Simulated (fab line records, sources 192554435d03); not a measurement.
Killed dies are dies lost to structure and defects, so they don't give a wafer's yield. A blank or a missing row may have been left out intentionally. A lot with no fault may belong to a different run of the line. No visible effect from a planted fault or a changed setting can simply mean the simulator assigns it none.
Chamber matching ; flow n5_finfet ; N5_MOL_CONTACT_COAG_VIA_ETCH_117 on rie_diel-06: 4 sister chambers
The step etches SiO2 in C4F6/O2, target depth 40 nm, overetch 8 nm, time 26 s. 14 wafers are shown with their chamber, then 7 later ones without.

WAFERS PAIRED WITH THEIR CHAMBERS
wafer;chamber;rf_vpp_V (V);showerhead_plenum_p_Torr (Torr);oes_product_au (a.u.)
L074.1;2;1611;2.93;0.65
L074.2;0;1611;2.77;0.79
L074.3;3;1585;2.83;0.68
L078.1;3;1586;2.83;0.67
L078.5;0;1611;2.77;0.78
L078.6;2;1610;2.93;0.65
L079.1;0;1609;2.77;0.78
L079.3;3;1585;2.83;0.67
L079.5;0;1611;2.77;0.77
L087.2;1;1577;2.86;0.68
L087.3;2;1609;2.92;0.63
L087.5;2;1610;2.92;0.64
L091.1;0;1610;2.76;0.76
L091.3;2;1609;2.92;0.63

SIGNATURES, as means of the wafers listed above
reading;chamber 0;chamber 1;chamber 2;chamber 3;scatter within a chamber
rf_vpp_V;1610.40;1577.00;1609.80;1585.33;0.816
showerhead_plenum_p_Torr;2.7680;2.8600;2.9240;2.8300;0.00447
oes_product_au;0.7760;0.6800;0.6400;0.6733;0.00993
Rule: a wafer's distance from a chamber is the root of the sum, over the readings, of the square of ((its reading less the chamber's mean) divided by the reading's scatter). If the next closest chamber is less than 2 further off than the closest, the wafer can't be placed; otherwise it belongs to the closest. The scatter: take each reading less its chamber's mean, square it, sum over the shown wafers, divide by the number of wafers less the number of chambers, and take the root.

WAFERS WHOSE CHAMBER IS MISSING
wafer;rf_vpp_V (V);showerhead_plenum_p_Torr (Torr);oes_product_au (a.u.)
L091.6;1583;2.82;0.66
L092.1;1610;2.76;0.75
L092.2;1608;2.92;0.63
L092.4;1584;2.82;0.65
L096.4;1576;2.85;0.67
L096.5;1583;2.81;0.65
L096.6;1610;2.91;0.62

THE CHAMBER EACH PASSED THROUGH
wafer;from the rows above;in truth
L091.6;3;3
L092.1;0;0
L092.2;2;2
L092.4;3;3
L096.4;1;1
L096.5;3;3
L096.6;2;2
Placed correctly: 7 of 7. Can't be placed from these rows: 0. Number placed wrongly: 0.
